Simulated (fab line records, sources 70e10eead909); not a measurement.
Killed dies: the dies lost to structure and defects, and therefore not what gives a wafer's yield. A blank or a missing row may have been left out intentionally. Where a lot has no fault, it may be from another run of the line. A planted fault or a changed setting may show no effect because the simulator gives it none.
A lot that was struck, set against a sound lot -- flow nandHarc -- 15 steps out of a route of 1302
Sound: wafers L424.1, L424.2, L424.3. Struck: wafer L435.3. (L435.2 of the same lot was not struck and is left out.) The cause comes at the end.
Order at every step that has rows: each side's tool, ch and its chambers, its first start. Under that, the readings that differ: sound wafers -- struck wafers -- difference of the means -- sigmas: that difference in standard deviations of wafers without a fault.
alike: a reading whose means differ by less than 2 such deviations, as well as words and numbers matching on both sides. not compared: withheld readings; readings where some wafer has no value; bounds like >300 that might hide an equal value; numbers whose values overlap and for which the record gives no deviation.
Wherever a step has rows on one side only, a row that says differs or no value, or a row with sigmas, the two part there. Numbers that have no deviation but don't overlap get no sigmas and don't part them. Lack of a reading on every wafer of one side parts them only where that side has two or more wafers.

first, 5 steps without rows for these wafers: NHARC_A_CONTACT_SOFTBAKE_64 (time 55 s); NHARC_A_CONTACT_EBR_65; NHARC_A_CONTACT_EXPOSE_66 (exposes mask A CC 2); NHARC_A_CONTACT_PEB_67 (peb time 65 s); NHARC_A_CONTACT_DEVELOP_68 (develop time 35 s).
NHARC_A_CONTACT_CD_MEAS_69 targets a cd of 300 nm.
  sound on cdSem-02 ch 0, day 25 12:01; struck on cdSem-01 ch 0, day 28 16:05
  alike: cdNm
NHARC_A_CONTACT_OVL_MEAS_70:
  sound: overlay-01 at day 25 12:07; struck: overlay-01 at day 28 16:10
  alike: overlayXNm, overlayYNm
NHARC_A_CONTACT_INSPECT_71:
  sound: defectInspect-01 at day 25 12:08; struck: defectInspect-02 at day 28 16:12
  alike: rawDefectCount
NHARC_A_CONTACT_DESCUM_74: chemistry O2, time 3 s.
  sound on rieDiel-01 ch 1,2,3, day 25 12:58; struck on rieDiel-01 ch 1, day 28 16:16
reading,sound,struck,difference,sigmas
rfHoursCounterH (h),5 6 5,17,+12,
rfVppV (V),56.4 58.2 57.5,59.7,+2.3,+3
  alike: drypumpMotorCurrentA, mfcArSccm, o2FlowSccm, oesProductAu, showerheadPlenumPTorr, throttleValvePct
NHARC_A_CONTACT_ETCH_75: etches the open film in CF4, target depth 39 nm, time 65 s.
  sound on rieDiel-01 ch 1,2,3, day 25 13:11; struck on rieDiel-01 ch 3, day 28 16:50
reading,sound,struck,difference,sigmas
rfHoursCounterH (h),5 6 5,18,+13,
  alike: drypumpMotorCurrentA, mfcArSccm, oesProductAu, rfVppV, showerheadPlenumPTorr, throttleValvePct
NHARC_A_CONTACT_ETCH_76: etches the open film in N2/H2, target depth 260 nm, time 475.3 s.
  sound on rieDiel-01 ch 0,2,3; struck on rieDiel-01 ch 3
reading,sound,struck,difference,sigmas
rfHoursCounterH (h),6 5 5,18,+13,
  alike: drypumpMotorCurrentA, mfcArSccm, oesProductAu, rfVppV, showerheadPlenumPTorr, throttleValvePct
NHARC_A_CONTACT_ETCH_77: etches the open film in CF4/CHF3, target depth 108.9 nm, time 54.5 s.
  sound on rieDiel-01 ch 0,2,3; struck on rieDiel-01 ch 0
reading,sound,struck,difference,sigmas
rfHoursCounterH (h),5 6 5,18,+13,
  alike: drypumpMotorCurrentA, mfcArSccm, oesProductAu, rfVppV, showerheadPlenumPTorr, throttleValvePct
NHARC_A_CONTACT_ETCH_78: etches the open film in O2/COS, target depth 5300 nm, time 1378 s.
  sound on rieDiel-01 ch 0,1,3, day 25 13:42; struck on rieDiel-01 ch 1, day 28 17:32
reading,sound,struck,difference,sigmas
oesProductAu (a.u.),1.011 1.008 1.010,0.830,-0.180,-20
rfHoursCounterH (h),6 6 6,17,+11,
throttleValvePct (%),28.342 28.341 28.343,28.325,-0.017,-2
  alike: drypumpMotorCurrentA, mfcArSccm, o2FlowSccm, rfVppV, showerheadPlenumPTorr
NHARC_A_CONTACT_ETCH_124: etches the open film in C4F8/O2/Ar, time 140 s, target depth 700 nm.
  sound on harCapEtch-02 ch 0,1, day 25 14:38; struck on harCapEtch-01 ch 1, day 28 18:20
  not compared: rfHoursCounterH
-- the record jumps here: 3 days lie between the struck wafers' starts before and after (it left off in module A_CONTACT and takes up again in module END, whose first step shown is number 1302 of the route) --
NHARC_END_SORT_01:
  sound on prober-02 ch 0, day 27 23:29; struck on prober-02 ch 0, day 31 09:26
reading,sound,struck,difference,sigmas
killedAtArray,78 82 77,673,+594,+40
killedDies,80 91 80,677,+593,+40
  alike: killedAtOther, killedAtPeriphery, killedOpen, killedShort

WHERE THEY PART
Last at NHARC_END_SORT_01 as far as this record goes, first at NHARC_A_CONTACT_DESCUM_74.

WHY: the cause the simulator had injected
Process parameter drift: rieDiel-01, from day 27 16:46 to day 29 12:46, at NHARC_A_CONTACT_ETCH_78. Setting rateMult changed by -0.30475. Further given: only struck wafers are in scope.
